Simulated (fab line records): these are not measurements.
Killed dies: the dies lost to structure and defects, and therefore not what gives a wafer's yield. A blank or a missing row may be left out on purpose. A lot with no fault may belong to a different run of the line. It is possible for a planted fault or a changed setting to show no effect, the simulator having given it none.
Split-lot experiment :: flow n5Finfet :: 7 lots, 39 wafers read, on a route of 1938 steps

THE SPLIT ITSELF
At N5_BEOL_M0_DEP_125 (deposits SiCN from 3MS/NH3, target thk 8 nm, time 14 s), the setting targetThkA was moved away from the recipe's 80 angstrom on 15 of the 39 wafers read, by -55.5% to +51.1%. This setting was run at the recipe's value on the other wafers.

The split's own step is where the reading is taken.

THE READING
SiCN_of_BEOL_M0_DEP_125.thkNm (the simulator's own value, which no gauge read), in nm, at N5_BEOL_M0_DEP_125 (deposits SiCN from 3MS/NH3, target thk 8 nm, time 14 s). No usual value for it is given in the file. Here, 24 wafers ran the recipe; their average is 7.9 nm with a standard deviation of 0.15 nm.

wafer: L076.1
tool, chamber at the split: pecvd-04, 1,0
targetThkA as run, angstrom: 120.9
against the recipe: +51.1%
SiCN_of_BEOL_M0_DEP_125.thkNm, nm: 12
against lot-mates on the recipe: +3.9

wafer: L076.3
tool, chamber at the split: pecvd-04, 1,0
targetThkA as run, angstrom: 120.9
against the recipe: +51.1%
SiCN_of_BEOL_M0_DEP_125.thkNm, nm: 12
against lot-mates on the recipe: +3.9

wafer: L076.2
tool, chamber at the split: pecvd-04, 2
targetThkA as run, angstrom: 120.9
against the recipe: +51.1%
SiCN_of_BEOL_M0_DEP_125.thkNm, nm: 12.2
against lot-mates on the recipe: +4.1

wafer: L076.4
tool, chamber at the split: pecvd-04, 1,0
targetThkA as run, angstrom: 80
against the recipe: recipe
SiCN_of_BEOL_M0_DEP_125.thkNm, nm: 8
against lot-mates on the recipe: -

wafer: L076.5
tool, chamber at the split: pecvd-04, 1,0
targetThkA as run, angstrom: 80
against the recipe: recipe
SiCN_of_BEOL_M0_DEP_125.thkNm, nm: 8
against lot-mates on the recipe: -

wafer: L076.6
tool, chamber at the split: pecvd-04, 2
targetThkA as run, angstrom: 80
against the recipe: recipe
SiCN_of_BEOL_M0_DEP_125.thkNm, nm: 8.2
against lot-mates on the recipe: -

wafer: L079.1
tool, chamber at the split: pecvd-01, 1
targetThkA as run, angstrom: 80
against the recipe: recipe
SiCN_of_BEOL_M0_DEP_125.thkNm, nm: 7.8
against lot-mates on the recipe: -

wafer: L079.2
tool, chamber at the split: pecvd-01, 2,0,0,2,1
targetThkA as run, angstrom: 80
against the recipe: recipe
SiCN_of_BEOL_M0_DEP_125.thkNm, nm: 8
against lot-mates on the recipe: -

wafer: L079.3
tool, chamber at the split: pecvd-01, 2,0,0,2,1
targetThkA as run, angstrom: 80
against the recipe: recipe
SiCN_of_BEOL_M0_DEP_125.thkNm, nm: 8
against lot-mates on the recipe: -

wafer: L079.4
tool, chamber at the split: pecvd-01, 2,0,0,2,1
targetThkA as run, angstrom: 80
against the recipe: recipe
SiCN_of_BEOL_M0_DEP_125.thkNm, nm: 8
against lot-mates on the recipe: -

wafer: L079.5
tool, chamber at the split: pecvd-01, 2,0,0,2,1
targetThkA as run, angstrom: 80
against the recipe: recipe
SiCN_of_BEOL_M0_DEP_125.thkNm, nm: 8
against lot-mates on the recipe: -

wafer: L079.6
tool, chamber at the split: pecvd-01, 2,0,0,2,1
targetThkA as run, angstrom: 80
against the recipe: recipe
SiCN_of_BEOL_M0_DEP_125.thkNm, nm: 8
against lot-mates on the recipe: -

wafer: L083.1
tool, chamber at the split: pecvd-04, 2
targetThkA as run, angstrom: 80
against the recipe: recipe
SiCN_of_BEOL_M0_DEP_125.thkNm, nm: 8
against lot-mates on the recipe: -

wafer: L083.2
tool, chamber at the split: pecvd-04, 0
targetThkA as run, angstrom: 80
against the recipe: recipe
SiCN_of_BEOL_M0_DEP_125.thkNm, nm: 7.8
against lot-mates on the recipe: -

wafer: L083.4
tool, chamber at the split: pecvd-04, 2
targetThkA as run, angstrom: 80
against the recipe: recipe
SiCN_of_BEOL_M0_DEP_125.thkNm, nm: 8.2
against lot-mates on the recipe: -

wafer: L087.1
tool, chamber at the split: pecvd-01, 1,0
targetThkA as run, angstrom: 41.43
against the recipe: -48.2%
SiCN_of_BEOL_M0_DEP_125.thkNm, nm: 4
against lot-mates on the recipe: -3.9

wafer: L087.2
tool, chamber at the split: pecvd-01, 1,0
targetThkA as run, angstrom: 41.43
against the recipe: -48.2%
SiCN_of_BEOL_M0_DEP_125.thkNm, nm: 4
against lot-mates on the recipe: -3.9

wafer: L087.3
tool, chamber at the split: pecvd-01, 1
targetThkA as run, angstrom: 80
against the recipe: recipe
SiCN_of_BEOL_M0_DEP_125.thkNm, nm: 7.8
against lot-mates on the recipe: -

wafer: L087.4
tool, chamber at the split: pecvd-01, 0,1
targetThkA as run, angstrom: 80
against the recipe: recipe
SiCN_of_BEOL_M0_DEP_125.thkNm, nm: 8
against lot-mates on the recipe: -

wafer: L087.6
tool, chamber at the split: pecvd-01, 0,1
targetThkA as run, angstrom: 80
against the recipe: recipe
SiCN_of_BEOL_M0_DEP_125.thkNm, nm: 8
against lot-mates on the recipe: -

wafer: L087.5
tool, chamber at the split: pecvd-01, 0
targetThkA as run, angstrom: 41.43
against the recipe: -48.2%
SiCN_of_BEOL_M0_DEP_125.thkNm, nm: 4.2
against lot-mates on the recipe: -3.7

wafer: L091.1
tool, chamber at the split: pecvd-04, 0,1
targetThkA as run, angstrom: 49.95
against the recipe: -37.6%
SiCN_of_BEOL_M0_DEP_125.thkNm, nm: 4.6
against lot-mates on the recipe: -3.1

wafer: L091.5
tool, chamber at the split: pecvd-04, 0,1
targetThkA as run, angstrom: 49.95
against the recipe: -37.6%
SiCN_of_BEOL_M0_DEP_125.thkNm, nm: 4.6
against lot-mates on the recipe: -3.1

wafer: L091.2
tool, chamber at the split: pecvd-04, 2,0
targetThkA as run, angstrom: 80
against the recipe: recipe
SiCN_of_BEOL_M0_DEP_125.thkNm, nm: 7.8
against lot-mates on the recipe: -

wafer: L091.6
tool, chamber at the split: pecvd-04, 2,0
targetThkA as run, angstrom: 80
against the recipe: recipe
SiCN_of_BEOL_M0_DEP_125.thkNm, nm: 7.8
against lot-mates on the recipe: -

wafer: L091.3
tool, chamber at the split: pecvd-04, 1
targetThkA as run, angstrom: 80
against the recipe: recipe
SiCN_of_BEOL_M0_DEP_125.thkNm, nm: 7.6
against lot-mates on the recipe: -

wafer: L091.4
tool, chamber at the split: pecvd-04, 2
targetThkA as run, angstrom: 49.95
against the recipe: -37.6%
SiCN_of_BEOL_M0_DEP_125.thkNm, nm: 5
against lot-mates on the recipe: -2.7

wafer: L092.1
tool, chamber at the split: pecvd-04, 0
targetThkA as run, angstrom: 35.56
against the recipe: -55.5%
SiCN_of_BEOL_M0_DEP_125.thkNm, nm: 3.4
against lot-mates on the recipe: -4.5

wafer: L092.6
tool, chamber at the split: pecvd-04, 0
targetThkA as run, angstrom: 35.56
against the recipe: -55.5%
SiCN_of_BEOL_M0_DEP_125.thkNm, nm: 3.4
against lot-mates on the recipe: -4.5

wafer: L092.2
tool, chamber at the split: pecvd-04, 1
targetThkA as run, angstrom: 35.56
against the recipe: -55.5%
SiCN_of_BEOL_M0_DEP_125.thkNm, nm: 3.2
against lot-mates on the recipe: -4.7

wafer: L092.3
tool, chamber at the split: pecvd-04, 2,1
targetThkA as run, angstrom: 80
against the recipe: recipe
SiCN_of_BEOL_M0_DEP_125.thkNm, nm: 7.8
against lot-mates on the recipe: -

wafer: L092.4
tool, chamber at the split: pecvd-04, 2,1
targetThkA as run, angstrom: 80
against the recipe: recipe
SiCN_of_BEOL_M0_DEP_125.thkNm, nm: 7.8
against lot-mates on the recipe: -

wafer: L092.5
tool, chamber at the split: pecvd-04, 2
targetThkA as run, angstrom: 80
against the recipe: recipe
SiCN_of_BEOL_M0_DEP_125.thkNm, nm: 8
against lot-mates on the recipe: -

wafer: L095.1
tool, chamber at the split: pecvd-03, 1
targetThkA as run, angstrom: 80
against the recipe: recipe
SiCN_of_BEOL_M0_DEP_125.thkNm, nm: 8.2
against lot-mates on the recipe: -

wafer: L095.2
tool, chamber at the split: pecvd-03, 0
targetThkA as run, angstrom: 80
against the recipe: recipe
SiCN_of_BEOL_M0_DEP_125.thkNm, nm: 8
against lot-mates on the recipe: -

wafer: L095.3
tool, chamber at the split: pecvd-03, 2
targetThkA as run, angstrom: 80
against the recipe: recipe
SiCN_of_BEOL_M0_DEP_125.thkNm, nm: 7.8
against lot-mates on the recipe: -

wafer: L095.4
tool, chamber at the split: pecvd-03, 1
targetThkA as run, angstrom: 38.81
against the recipe: -51.5%
SiCN_of_BEOL_M0_DEP_125.thkNm, nm: 4.2
against lot-mates on the recipe: -3.8

wafer: L095.5
tool, chamber at the split: pecvd-03, 0,2
targetThkA as run, angstrom: 38.81
against the recipe: -51.5%
SiCN_of_BEOL_M0_DEP_125.thkNm, nm: 3.8
against lot-mates on the recipe: -4.2

wafer: L095.6
tool, chamber at the split: pecvd-03, 0,2
targetThkA as run, angstrom: 38.81
against the recipe: -51.5%
SiCN_of_BEOL_M0_DEP_125.thkNm, nm: 3.8
against lot-mates on the recipe: -4.2
The file does not say which wafer passed through which chamber wherever a row lists several chambers: such a row stands for several wafers.

THE FIT
A straight line over all 39 wafers: SiCN_of_BEOL_M0_DEP_125.thkNm changes by +0.0811 nm for each +1% of targetThkA; r = +1.00; the points scatter about the line by 0.17 nm.
The same after taking each lot's own level away (the mean of its wafers on the recipe; 39 wafers): +0.0797 nm for each +1%; r = +1.00; scatter 0.13 nm.
Per that fit: largest targetThkA move, reading shift of 4.4 nm.
The span of the lots' own levels, 7.73 to 8.07 nm, comes to 2.3 times the standard deviation stated above.
Hence the lot-to-lot level has little effect on the slope; both slopes agree.
Check: with one of the wafers moved furthest among these (-55.5%) left out of the fit, the line predicts -4.44 nm for it against its lot-mates. Against them it came out at -4.47 nm.

ADDITIONAL SPLITS CARRIED BY THESE WAFERS
Before the reading, these wafers also passed through other splits. Each is held against what the fit with the lots' levels taken away leaves over:
other split on the same wafers: N5_PMOS_HMC_CHANNEL_EPI_HM_DEP_34 targetThkA
wafers away from the commonest value: 9
r with SiCN_of_BEOL_M0_DEP_125.thkNm (lot level and that fit taken away): -0.16

other split on the same wafers: N5_HKMG_FIN_HK_ALD_01 aldCycles
wafers away from the commonest value: 15
r with SiCN_of_BEOL_M0_DEP_125.thkNm (lot level and that fit taken away): +0.19

other split on the same wafers: N5_MOL_CONTACT_COAG_VIA_ETCH_117 targetDepthA
wafers away from the commonest value: 12
r with SiCN_of_BEOL_M0_DEP_125.thkNm (lot level and that fit taken away): +0.02

THE FILE'S OWN FIT
SiCN_of_BEOL_M0_DEP_125.thkNm changes by +0.0798 nm for each +1% of targetThkA, r = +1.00.
